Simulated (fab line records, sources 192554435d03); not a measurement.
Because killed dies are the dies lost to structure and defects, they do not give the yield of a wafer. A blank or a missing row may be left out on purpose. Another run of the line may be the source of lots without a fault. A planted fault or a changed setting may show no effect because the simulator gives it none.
Matching of chambers :: flow n5-finfet :: pecvd-01 running N5_BEOL_M3_DEP_57: 3 sister chambers
The step deposits SiCN from 3MS/NH3, target thk 8 nm, time 14 s. 3 wafers are shown with their chamber, then 8 later ones without.

WAFERS WITH THEIR CHAMBER
wafer: L083.1
chamber: 1
showerhead-plenum-p-Torr (Torr): 3.659

wafer: L085.1
chamber: 0
showerhead-plenum-p-Torr (Torr): 3.683

wafer: L088.1
chamber: 2
showerhead-plenum-p-Torr (Torr): 3.662

WAFERS WHOSE CHAMBER IS MISSING
wafer: L088.4
showerhead-plenum-p-Torr (Torr): 3.674

wafer: L088.5
showerhead-plenum-p-Torr (Torr): 3.655

wafer: L090.3
showerhead-plenum-p-Torr (Torr): 3.671

wafer: L090.4
showerhead-plenum-p-Torr (Torr): 3.671

wafer: L090.6
showerhead-plenum-p-Torr (Torr): 3.679

wafer: L097.1
showerhead-plenum-p-Torr (Torr): 3.677

wafer: L097.4
showerhead-plenum-p-Torr (Torr): 3.661

wafer: L097.5
showerhead-plenum-p-Torr (Torr): 3.681

CHAMBER TAKEN BY EACH
wafer: L088.4
from the rows above: can't be placed: 0 or 2 or 1
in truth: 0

wafer: L088.5
from the rows above: can't be placed: 1 or 2
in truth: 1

wafer: L090.3
from the rows above: can't be placed: 2 or 0 or 1
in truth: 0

wafer: L090.4
from the rows above: can't be placed: 2 or 0 or 1
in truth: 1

wafer: L090.6
from the rows above: 0
in truth: 0

wafer: L097.1
from the rows above: can't be placed: 0 or 2 or 1
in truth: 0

wafer: L097.4
from the rows above: can't be placed: 2 or 1
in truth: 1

wafer: L097.5
from the rows above: 0
in truth: 0
Correct placement for 2 of the 8. Not placeable from these rows: 6 (in 6, the candidates include the true chamber). Placed wrongly: 0.
How it was worked out, from the rows above alone: a wafer's distance from a chamber is the root of the sum, over the readings, of the square of ((its reading less the chamber's mean) divided by the reading's scatter). The wafer belongs to the nearest chamber; if the next one is less than 2 further off, it can't be placed. A chamber's mean is the mean of its shown wafers. The scatter (one wafer shown for each chamber): square how far every hidden wafer sits from the nearest shown wafer, average those squares and take the square root.
